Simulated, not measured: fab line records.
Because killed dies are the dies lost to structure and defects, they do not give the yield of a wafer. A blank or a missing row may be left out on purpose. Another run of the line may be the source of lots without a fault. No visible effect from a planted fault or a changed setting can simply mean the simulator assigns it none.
fab line records	flow nand-harc
record lots=12	wafers=36	last-day=33
route steps=1302 shown A_SLIT@942 A_WL_FILL@954 END@1302
lots untouched by any fault: they come from a run of this same line in which no faults occurred
start-h: hours from the record's opening day to when the first of the lot's shown wafers began	wait-h: hours from the lot's prior step to this one	" repeats the value in the row above	L1.1+2: a row that stands for several wafers	- no value present, or no start provided	* or withheld: withheld	< > ~ a bound
route shown NAME@n: NAME is a module with steps in the file, n the number in the route of the first one	usual: average and standard deviation across the fault-free wafers	same: alike in all rows	chamber/n: place in a boat	sites: each site's reading	_std_site: standard deviation across them	_edge_site: outer sites' mean less inner sites'	radius-mm: for every site, how far away it sits from the centre of the wafer	mask NAME#n: copy n	behind: tool/chamber where the wafer was last shaped	hold: cause of the lot's hold/its duration in hours/its outcome	device: names the non-switching transistor (n, p or np)	end of line: at the end of the route, the tests of the same wafers	where a step has no rows: the recipe by itself	killed: at the first sort, the dies lost to defects and structure; wafer yield is something else	map: a wafer's dies, marking killed ones x, the rest . and places with no die _
set.NAME: the setting the step ran with; set.NAME@STEP: the setting that earlier step ran with	model.NAME: the simulator's own value behind a step, which no gauge read
the route's steps for a sample of lots (tables are steps, rows are wafers)
services: when a tool's chamber went out of use (start-h, in hours from the record's first day, below 0 if earlier), for how many hours, and the reason
## steps
# step NHARC_A_SLIT_ETCH_29
# recipe target-depth-a=1000	overetch-a=100	time-s=55	ion-energy-ev=100	cf4-flow-sccm=80	o2-flow-sccm=20	ar-flow-sccm=0	rf-w=300	bias-w=100	chemistry=CF4/O2
# usual drypump-motor-current-A=5.6/0.42	oes_ar_750_au=1.000/0.0044	oes-product-au=1.002/0.015	rf-vpp-V=197.9/1.6	showerhead-plenum-p-Torr=1.34/0.063	throttle-valve-pct=13.398/0.0091
lot.wafer	tool	chamber	start-h	wait-h	drypump-motor-current-A	oes_ar_750_au	oes-product-au	rf-hours-counter-h	rf-vpp-V	showerhead-plenum-p-Torr	throttle-valve-pct
L255.2	rie-diel-09	0	463.25	0.1	4.8	0.999	1.007	6	199.7	1.36	13.395
L255.1	"	2	"	"	5.9	1.007	1.003	6	196.0	1.26	13.407
L255.5	"	0	"	"	4.9	1.007	1.011	-	197.3	1.36	13.397
L256.3	rie-diel-08	1	471.89	0.1	6.1	0.997	1.023	5	197.2	1.35	13.400
L256.1	"	2	"	"	5.3	1.004	1.005	6	198.4	1.35	13.407
L256.5	"	2	"	"	5.3	1.005	0.997	-	197.5	1.35	13.386
L258.4	rie-diel-13	2	478.59	0.1	5.2	0.994	0.985	9	199.3	1.43	13.418
L258.1	"	3	"	"	5.0	0.997	1.012	10	196.5	1.29	13.389
L258.2	"	0	"	"	5.7	0.998	0.982	11	199.9	1.42	13.390
L266.3	rie-diel-09	0	566.27	0.1	4.9	1.000	0.998	3	199.7	1.36	13.398
L266.2	"	1	"	"	6.1	1.004	1.007	3	198.4	1.35	13.397
L266.1	"	2	"	"	6.0	1.006	0.983	4	195.3	1.25	13.398
L265.3	rie-diel-08	0	568.71	0.1	5.9	0.998	1.011	1	196.6	1.24	13.396
L265.2	"	3	"	"	5.7	1.000	1.021	1	198.3	1.42	13.401
L265.5	"	1	"	"	6.1	1.003	1.013	-	198.5	1.35	13.396
L268.1	rie-diel-08	3	590.90	0.1	5.7	1.001	1.021	2	198.6	1.42	13.410
L268.3	"	1	"	"	6.1	1.000	1.025	3	197.0	1.35	13.391
L268.6	"	1	"	"	6.1	0.997	1.017	-	198.6	1.35	13.386
L270.3	rie-diel-13	2	606.90	0.1	5.2	1.008	0.967	4	199.9	1.43	13.392
L270.1	"	3	"	"	5.0	1.002	1.012	5	196.5	1.29	13.403
L270.6	"	2	"	"	5.2	1.005	0.961	-	200.3	1.43	13.405
L273.3	rie-diel-08	1	650.95	0.1	6.1	0.999	1.028	4	196.6	1.35	13.380
L273.2	"	3	"	"	5.8	0.997	1.021	4	200.1	1.41	13.398
L273.6	"	1	"	"	6.1	0.994	1.023	-	198.1	1.35	13.393
L272.3	rie-diel-13	1	652.47	0.1	5.8	1.003	1.004	5	195.7	1.28	13.386
L272.4	"	2	"	"	5.2	1.001	0.966	6	200.9	1.43	13.398
L272.1	"	3	"	"	5.0	0.999	1.025	6	196.4	1.29	13.415
L275.3	rie-diel-09	2	665.64	0.1	6.0	1.000	0.981	9	196.7	1.25	13.402
L275.2	"	3	"	"	6.1	1.004	1.012	10	196.6	1.40	13.413
L275.6	"	0	"	"	4.8	1.004	1.015	-	198.5	1.36	13.408
L276.3	rie-diel-09	1	673.76	0.1	6.1	1.000	1.011	8	198.6	1.35	13.395
L276.4	"	3	"	"	6.1	1.006	1.008	11	198.6	1.40	13.399
L276.6	"	1	"	"	6.1	1.000	1.012	-	195.8	1.35	13.396
L277.3	rie-diel-08	1	682.10	0.1	6.1	1.000	1.022	8	198.8	1.35	13.399
L277.1	"	2	"	"	5.3	1.005	1.001	7	197.8	1.35	13.405
L277.6	"	1	"	"	6.1	1.002	1.013	-	197.3	1.35	13.400
# step NHARC_A_WL_FILL_ALD_02
# recipe target-thk-a=20	pulse-time-s=3	ald-cycles=100	temp-c=450	material=TiN
# usual ald-cycles=100/0	heater-power-w=1096/130	precursor-pulse-height-rel=0.999/0.02
lot.wafer	tool	chamber	start-h	wait-h	ald-cycles	heater-power-w	precursor-pulse-height-rel
L255.2	ald-metal-03	0	471.00	0.2	100	1309	1.015
L255.1	"	2	"	"	100	1159	1.029
L255.5	"	0	"	"	100	1341	1.000
L256.1	ald-metal-01	1	482.02	0.2	100	1070	1.044
L256.3	"	2	"	"	100	1297	1.018
L256.5	"	2	"	"	100	1323	1.010
L258.4	ald-metal-03	3	486.28	0.1	100	992	1.023
L258.2	"	0	"	"	100	1345	0.978
L258.1	"	1	"	"	100	997	1.027
L266.2	ald-metal-01	0	573.98	0.2	100	933	1.011
L266.1	"	2	"	"	100	1298	1.007
L266.3	"	3	"	"	100	1141	0.999
L265.3	ald-metal-01	2	576.47	0.1	100	1285	0.997
L265.2	"	0	"	"	100	911	1.008
L265.5	"	2	"	"	100	1319	0.988
L268.1	ald-metal-03	1	598.61	0.2	100	1001	1.004
L268.3	"	0	"	"	100	1359	1.027
L268.6	"	2	"	"	100	1141	0.997
L270.1	ald-metal-04	0	614.43	0.2	100	1158	1.018
L270.3	"	1	"	"	100	968	0.976
L270.6	"	0	"	"	100	1152	1.020
L273.2	ald-metal-03	2	658.67	0.2	100	1133	1.031
L273.3	"	3	"	"	100	964	1.019
L273.6	"	0	"	"	100	1377	1.010
L272.1	ald-metal-01	0	658.76	0.2	100	912	0.968
L272.4	"	2	"	"	100	1274	0.968
L272.3	"	3	"	"	100	1145	0.973
L275.2	ald-metal-04	1	673.27	0.2	100	1024	0.975
L275.3	"	0	"	"	100	1137	1.010
L275.6	"	2	"	"	100	1122	0.985
L276.4	ald-metal-04	2	681.54	0.1	100	1153	0.993
L276.3	"	3	"	"	100	1034	1.008
L276.6	"	2	"	"	100	1125	1.021
L277.3	ald-metal-01	2	689.15	0.2	100	1301	0.978
L277.1	"	0	"	"	100	929	1.008
L277.6	"	1	"	"	100	969	1.011
# step NHARC_A_WL_FILL_ETCHBACK_05
# recipe target-depth-a=220	time-s=60	temp-c=40	chemistry=Cl2/BCl3
# usual drypump-motor-current-A=5.7/0.51	oes-product-au=0.998/0.014
lot.wafer	tool	chamber	start-h	wait-h	drypump-motor-current-A	oes-product-au	rf-hours-counter-h
L255.1	rie-metal-03	1	472.01	0.2	5.1	1.012	2.4
L255.2	"	0	"	"	5.1	1.000	2.8
L255.5	"	1	"	"	5.1	1.003	-
L256.1	rie-metal-03	0	483.08	0.2	5.1	1.007	3.1
L256.3	"	1	"	"	5.1	1.010	-
L256.5	"	1	"	"	5.1	1.017	-
L258.2	rie-metal-01	0	487.33	0.2	5.7	0.996	1.5
L258.1	"	1	"	"	5.6	0.995	1.5
L258.4	"	0	"	"	5.7	1.002	-
L266.1	rie-metal-03	0	575.03	0.2	5.1	1.031	0.9
L266.2	"	1	"	"	5.2	1.000	0.9
L266.3	"	0	"	"	5.1	1.031	-
L265.2	rie-metal-02	1	577.52	0.2	5.7	1.001	2.1
L265.3	"	0	"	"	6.6	1.001	-
L265.5	"	1	"	"	5.7	1.002	-
L268.1	rie-metal-01	0	599.68	0.2	5.7	0.955	0.2
L268.3	"	1	"	"	5.7	0.984	-
L268.6	"	0	"	"	5.7	0.969	-
L270.1	rie-metal-01	0	615.46	0.2	5.7	0.968	0.7
L270.3	"	1	"	"	5.7	0.975	-
L270.6	"	0	"	"	5.7	0.971	-
L273.2	rie-metal-01	1	659.67	0.2	5.7	0.991	1.2
L273.3	"	0	"	"	5.7	0.970	-
L273.6	"	0	"	"	5.7	0.981	-
L272.1	rie-metal-03	0	659.82	0.2	5.1	1.017	2.3
L272.4	"	0	"	"	5.1	1.019	-
L272.3	"	1	"	"	5.2	0.995	-
L275.2	rie-metal-02	0	674.66	0.2	6.6	1.001	0.8
L275.3	"	1	"	"	5.7	0.981	-
L275.6	"	0	"	"	6.6	0.993	-
L276.4	rie-metal-03	0	682.57	0.1	5.1	1.016	-
L276.3	"	1	"	"	5.1	0.993	-
L276.6	"	1	"	"	5.1	1.007	-
L277.1	rie-metal-02	0	690.18	0.2	6.7	0.986	1.1
L277.3	"	0	"	"	6.6	1.000	-
L277.6	"	1	"	"	5.7	0.989	-
# step NHARC_A_WL_FILL_ALD_10
# recipe target-thk-a=500	pulse-time-s=10	ald-cycles=500	temp-c=300	material=SiO2
# usual ald-cycles=500/0	heater-power-w=437/42	precursor-pulse-height-rel=1.001/0.019
lot.wafer	tool	chamber	start-h	wait-h	ald-cycles	heater-power-w	precursor-pulse-height-rel
L255.1	ald-hk-03	0	477.55	0.6	500	438	0.972
L255.2	"	2	478.58	1.6	500	460	1.029
L255.5	"	3	"	"	500	349	1.007
L256.1	ald-hk-03	0	489.17	1.1	500	443	1.014
L256.3	"	1	"	"	500	403	1.020
L256.5	"	2	"	"	500	453	1.001
L258.4	ald-hk-04	3	494.69	0.1	500	445	0.984
L258.1	"	1	495.70	1.1	500	365	0.986
L258.2	"	2	"	"	500	398	0.996
L266.3	ald-hk-01	1	580.45	0.1	500	458	0.998
L266.1	"	2	"	"	500	500	1.016
L266.2	"	3	"	"	500	447	1.025
L265.3	ald-hk-04	2	581.16	0.8	385	409	1.012
L265.2	"	1	582.70	2.3	500	366	0.979
L265.5	"	2	"	"	385	416	0.988
L268.3	ald-hk-01	0	606.42	0.1	500	426	1.020
L268.1	"	1	"	"	500	450	1.006
L268.6	"	0	608.47	2.1	500	425	1.020
L270.1	ald-hk-03	2	621.32	0.6	500	458	1.013
L270.3	"	3	"	"	500	349	1.001
L270.6	"	2	623.36	2.6	500	472	0.963
L272.4	ald-hk-01	3	668.07	0.1	500	438	1.023
L272.1	"	0	"	"	500	431	0.999
L272.3	"	2	669.62	1.6	500	513	1.020
L273.2	ald-hk-04	2	668.58	0.6	500	412	1.005
L273.3	"	3	"	"	500	452	1.012
L273.6	"	2	670.62	2.6	500	417	0.980
L275.2	ald-hk-01	2	680.05	0.1	500	531	1.031
L275.3	"	1	681.58	1.6	500	470	0.962
L275.6	"	3	682.60	2.6	500	438	0.987
L276.4	ald-hk-01	1	688.10	0.1	500	466	1.026
L276.3	"	3	689.12	1.1	500	444	0.947
L276.6	"	2	690.66	2.6	500	533	1.011
L277.3	ald-hk-04	2	696.55	0.1	500	418	1.027
L277.1	"	1	698.11	1.6	500	371	0.979
L277.6	"	3	699.14	2.6	500	450	1.024
# step NHARC_END_SORT_01
# recipe temp-c=25
# usual killed-at-array=52/17	killed-at-other=1.2/1.4	killed-at-periphery=4.7/2.9	killed-dies=58/17	killed-open=3.2/1.9	killed-short=2.4/1.4
# same gross-dies=677
lot.wafer	tool	chamber	start-h	wait-h	killed-at-array	killed-at-other	killed-at-periphery	killed-dies	killed-open	killed-short
L255.1	prober-01	0	570.51	2.5	37	1	3	41	4	4
L255.2	prober-01	0	571.31	2.8	36	1	0	37	4	4
L255.5	prober-01	0	573.73	3.7	35	0	2	37	4	3
L256.1	prober-02	0	576.77	2.5	44	0	4	48	0	2
L256.3	prober-02	0	578.38	3.1	53	0	3	56	3	2
L256.5	prober-02	0	579.99	3.7	39	1	5	45	6	4
L265.2	prober-01	0	667.78	2.8	66	3	2	71	3	3
L265.3	prober-01	0	668.59	3.1	39	2	2	43	1	1
L265.5	prober-01	0	670.21	3.7	44	0	4	48	2	3
L266.1	prober-02	0	668.52	2.5	40	2	3	45	2	3
L266.2	prober-02	0	669.32	2.8	41	0	2	43	3	2
L266.3	prober-02	0	670.11	3.1	42	0	5	47	1	2
L268.1	prober-02	0	697.93	2.5	28	0	2	30	3	3
L268.3	prober-02	0	699.56	3.1	31	1	7	39	7	2
L268.6	prober-02	0	702.02	4.1	40	0	4	44	4	5
L273.2	prober-01	0	762.85	2.8	56	4	4	64	1	5
L273.3	prober-01	0	763.66	3.1	64	1	9	74	2	2
L273.6	prober-01	0	766.08	4.0	72	1	3	76	3	2
# killed by level:class
L255.1 A_CHANNEL_HOLE_D2:chamber-film-flake=25 A_ZERO_WELL:chamber-film-flake=2 P_CONTACT:geometric-particle:open=1 A_CHANNEL_FILL_D1:geometric-particle:short=1 A_DECK1_JOINT:geometric-particle:short=1 A_ONON_D2:geometric-particle:open=1 A_CHANNEL_HOLE_D2:geometric-particle:short=1 A_CHANNEL_HOLE_D2:geometric-particle:open=1
L255.2 A_CHANNEL_HOLE_D2:chamber-film-flake=20 A_SGD_CUT:chamber-film-flake=6 A_ONON_D2:geometric-particle:open=2 A_WL_FILL:geometric-particle:short=2 A_ONON_D1:geometric-particle:short=1 A_ONON_D1:geometric-particle:open=1 A_CHANNEL_HOLE_D1:geometric-particle:short=1 A_CHANNEL_HOLE_D2:geometric-particle:open=1
L255.5 A_CHANNEL_HOLE_D2:chamber-film-flake=21 A_SGD_CUT:chamber-film-flake=4 A_STAIRCASE:chamber-film-flake=2 P_GATE:geometric-particle:open=1 A_DECK1_JOINT:geometric-particle:open=1 A_ONON_D2:geometric-particle:short=1 A_CHANNEL_FILL_D2:geometric-particle:short=1 A_CHANNEL_FILL_D2:geometric-particle:open=1
L256.1 A_CHANNEL_HOLE_D2:chamber-film-flake=18 A_CHANNEL_HOLE_D1:chamber-film-flake=17 A_WL_FILL:chamber-film-flake=3 A_CONTACT:chamber-film-flake=3 P_CONTACT:chamber-film-flake=2 P_GATE:geometric-particle:short=1 A_ONON_D1:geometric-particle:short=1 P_ZERO_WELL:chamber-film-flake=1
L256.3 A_CHANNEL_HOLE_D2:chamber-film-flake=22 A_CHANNEL_HOLE_D1:chamber-film-flake=19 A_ZERO_WELL:chamber-film-flake=3 P_CONTACT:chamber-film-flake=2 A_CONTACT:chamber-film-flake=2 A_STAIRCASE:chamber-film-flake=2 P_GATE:geometric-particle:open=1 A_CHANNEL_FILL_D2:geometric-particle:open=1
L256.5 A_CHANNEL_HOLE_D1:chamber-film-flake=13 A_CHANNEL_HOLE_D2:chamber-film-flake=9 A_WL_FILL:chamber-film-flake=4 P_GATE:geometric-particle:open=2 P_GATE:chamber-film-flake=2 A_DECK1_JOINT:chamber-film-flake=2 A_CONTACT:chamber-film-flake=2 P_M0:geometric-particle:open=1
L265.2 A_SLIT:chamber-film-flake=38 A_CHANNEL_HOLE_D1:chamber-film-flake=16 A_STAIRCASE:chamber-film-flake=4 THIN_TSV:chamber-film-flake=3 A_CONTACT:chamber-film-flake=2 P_STI:geometric-particle:short=1 A_CHANNEL_HOLE_D1:geometric-particle:short=1 A_DECK1_JOINT:geometric-particle:short=1
L266.1 A_CHANNEL_HOLE_D2:chamber-film-flake=14 A_CONTACT:chamber-film-flake=9 A_WL_FILL:chamber-film-flake=5 A_CHANNEL_HOLE_D1:chamber-film-flake=4 A_STAIRCASE:chamber-film-flake=2 A_SLIT:chamber-film-flake=2 THIN_TSV:chamber-film-flake=2 P_CONTACT:geometric-particle:short=1
L265.3 A_CHANNEL_HOLE_D1:chamber-film-flake=17 A_SLIT:chamber-film-flake=16 A_CONTACT:chamber-film-flake=2 THIN_TSV:chamber-film-flake=2 P_M0:geometric-particle:open=1 A_CHANNEL_FILL_D2:geometric-particle:short=1 P_BONDPAD:chamber-film-flake=1 A_ZERO_WELL:chamber-film-flake=1
L266.2 A_CHANNEL_HOLE_D2:chamber-film-flake=15 A_CHANNEL_HOLE_D1:chamber-film-flake=8 A_STAIRCASE:chamber-film-flake=3 A_SLIT:chamber-film-flake=3 A_WL_FILL:chamber-film-flake=3 A_CONTACT:chamber-film-flake=3 P_GATE:geometric-particle:open=1 P_M0:geometric-particle:open=1
L266.3 A_CHANNEL_HOLE_D2:chamber-film-flake=13 A_CONTACT:chamber-film-flake=10 A_CHANNEL_HOLE_D1:chamber-film-flake=9 A_WL_FILL:chamber-film-flake=5 P_CONTACT:chamber-film-flake=2 P_STI:chamber-film-flake=2 A_SLIT:chamber-film-flake=2 A_CHANNEL_FILL_D2:geometric-particle:short=1
L265.5 A_SLIT:chamber-film-flake=21 A_CHANNEL_HOLE_D1:chamber-film-flake=13 A_CONTACT:chamber-film-flake=5 P_ZERO_WELL:chamber-film-flake=2 P_GATE:geometric-particle:short=1 A_DECK1_JOINT:geometric-particle:short=1 A_ONON_D2:geometric-particle:open=1 A_WL_FILL:geometric-particle:short=1
L268.1 A_CHANNEL_HOLE_D2:chamber-film-flake=11 A_CHANNEL_HOLE_D1:chamber-film-flake=7 A_SLIT:chamber-film-flake=2 P_CONTACT:geometric-particle:open=1 A_SOURCE_PLATE:geometric-particle:open=1 A_SOURCE_PLATE:geometric-particle:short=1 A_CHANNEL_FILL_D1:geometric-particle:short=1 A_CHANNEL_FILL_D2:geometric-particle:short=1
L268.3 A_CHANNEL_HOLE_D2:chamber-film-flake=13 A_CHANNEL_HOLE_D1:chamber-film-flake=5 A_CONTACT:chamber-film-flake=4 P_ZERO_WELL:chamber-film-flake=3 A_SLIT:chamber-film-flake=3 A_M0:geometric-particle:open=2 P_GATE:geometric-particle:open=1 P_GATE:geometric-particle:short=1
L268.6 A_CHANNEL_HOLE_D2:chamber-film-flake=17 A_CHANNEL_HOLE_D1:chamber-film-flake=10 A_CONTACT:chamber-film-flake=4 A_WL_FILL:geometric-particle:short=3 P_M1:chamber-film-flake=2 P_CONTACT:geometric-particle:open=1 P_M0:geometric-particle:open=1 A_CHANNEL_FILL_D1:geometric-particle:short=1
L273.2 A_SLIT:chamber-film-flake=23 A_CHANNEL_HOLE_D2:chamber-film-flake=14 A_CHANNEL_HOLE_D1:chamber-film-flake=8 A_STAIRCASE:chamber-film-flake=5 THIN_TSV:chamber-film-flake=3 A_CHANNEL_FILL_D1:chamber-film-flake=2 P_CONTACT:geometric-particle:short=1 P_CONTACT:geometric-particle:open=1
L273.3 A_SLIT:chamber-film-flake=25 A_CHANNEL_HOLE_D2:chamber-film-flake=18 A_STAIRCASE:chamber-film-flake=7 A_CHANNEL_HOLE_D1:chamber-film-flake=6 P_BONDPAD:chamber-film-flake=3 P_STI:chamber-film-flake=2 A_ZERO_WELL:chamber-film-flake=2 A_CHANNEL_FILL_D1:chamber-film-flake=2
L273.6 A_SLIT:chamber-film-flake=27 A_CHANNEL_HOLE_D2:chamber-film-flake=21 A_CHANNEL_HOLE_D1:chamber-film-flake=10 A_STAIRCASE:chamber-film-flake=4 A_WL_FILL:geometric-particle:short=2 P_ZERO_WELL:chamber-film-flake=2 A_ZERO_WELL:chamber-film-flake=2 A_ONON_D1:geometric-particle:open=1
## services
tool	chamber	start-h	hours	kind
rie-metal-03	1	459.18	4.5	repair
rie-diel-08	3	471.08	5.0	repair
rie-metal-03	-	474.72	0.6	repair
rie-diel-08	1	475.54	13.1	repair
ald-hk-01	-	476.33	10.0	pm
ald-metal-01	3	483.72	5.6	repair
ald-hk-04	-	490.93	0.4	repair
rie-diel-09	0	496.92	25.6	repair
rie-diel-09	-	497.10	9.0	pm
rie-metal-03	-	501.75	1.2	repair
rie-metal-03	1	516.29	5.0	repair
rie-metal-03	-	519.00	9.0	pm
ald-metal-01	-	526.00	10.0	pm
ald-metal-03	0	532.22	19.0	repair
rie-diel-08	2	540.60	7.3	repair
rie-diel-08	-	544.80	9.0	pm
ald-metal-03	3	548.63	26.8	repair
ald-metal-03	-	568.00	10.0	pm
rie-diel-08	0	583.51	9.2	repair
ald-metal-01	3	645.59	8.9	repair
ald-hk-01	-	654.94	10.0	pm
ald-metal-01	-	666.37	1.0	repair
ald-metal-01	2	669.23	4.2	repair
rie-metal-03	-	696.00	9.0	pm
## key
first-sign step=NHARC_A_WL_FILL_ALD_10	reading=ald-cycles	direction=down	sigmas=99+	usual=500	struck=385
effect none on later readings
met-at NHARC_A_WL_FILL_ALD_10
struck-lots L265
struck-wafers L265.3,L265.5
tester-left-out L265
not-acting-at NHARC_A_SLIT_ETCH_29,NHARC_A_WL_FILL_ALD_02,NHARC_A_WL_FILL_ETCHBACK_05
onset-between 494.69 581.16
fault kind=process-parameter-drift	tool=ald-hk-04	chamber=-	onset-h=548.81	steps=NHARC_A_WL_FILL_ALD_10	channel=ald-cycles	offset=-115	shape=step	end-h=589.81	scope=struck-wafers-only	acts-in=these-recipes-only	stated=500
# tester-left-out: of these lots the tester's yield and bins aren't shown, on N5 and GAA mostly nor the transistor test; their killed dies are dies lost to structure and defects alone, not to doping, threshold or leakage, so they don't give the yield
